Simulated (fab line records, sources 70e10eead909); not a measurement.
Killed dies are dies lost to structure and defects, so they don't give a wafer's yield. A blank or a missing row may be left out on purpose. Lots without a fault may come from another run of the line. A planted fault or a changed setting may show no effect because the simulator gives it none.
Chamber matching | flow nand_harc | NHARC_A_STAIRCASE_TRIM_196 on rie_diel-11: 4 sister chambers
The step chemistry O2, time 211.2 s. 4 wafers are shown with their chamber, then 10 later ones without.

WAFERS WITH THEIR CHAMBER
wafer  | chamber | showerhead_plenum_p_Torr (Torr)
L088.2 | 2       | 3.31
L088.4 | 3       | 3.59
L091.4 | 0       | 3.78
L091.5 | 1       | 3.63

WAFERS WITHOUT THEIR CHAMBER
wafer  | showerhead_plenum_p_Torr (Torr)
L091.6 | 3.31
L092.1 | 3.63
L092.2 | 3.31
L092.6 | 3.58
L094.1 | 3.30
L094.3 | 3.58
L094.6 | 3.58
L097.1 | 3.58
L097.2 | 3.63
L097.6 | 3.30

WHICH CHAMBER EACH WENT THROUGH
wafer  | from the rows above | in truth
L091.6 | 2                   | 2
L092.1 | 1                   | 1
L092.2 | 2                   | 2
L092.6 | 3                   | 3
L094.1 | 2                   | 2
L094.3 | 3                   | 3
L094.6 | 3                   | 3
L097.1 | 3                   | 3
L097.2 | 1                   | 1
L097.6 | 2                   | 2
Placed correctly: 10 of 10. Can't be placed from these rows: 0. Placed wrongly: 0.
How it was worked out, from the rows above alone: a wafer's distance from a chamber is the root of the sum, over the readings, of the square of ((its reading less the chamber's mean) divided by the reading's scatter). The wafer belongs to the nearest chamber; if the next one is less than 2 further off, it can't be placed. A chamber's mean is the mean of its shown wafers. The scatter: with one shown wafer a chamber, the root of the mean of the squares of how far each hidden wafer lies from its nearest shown one.
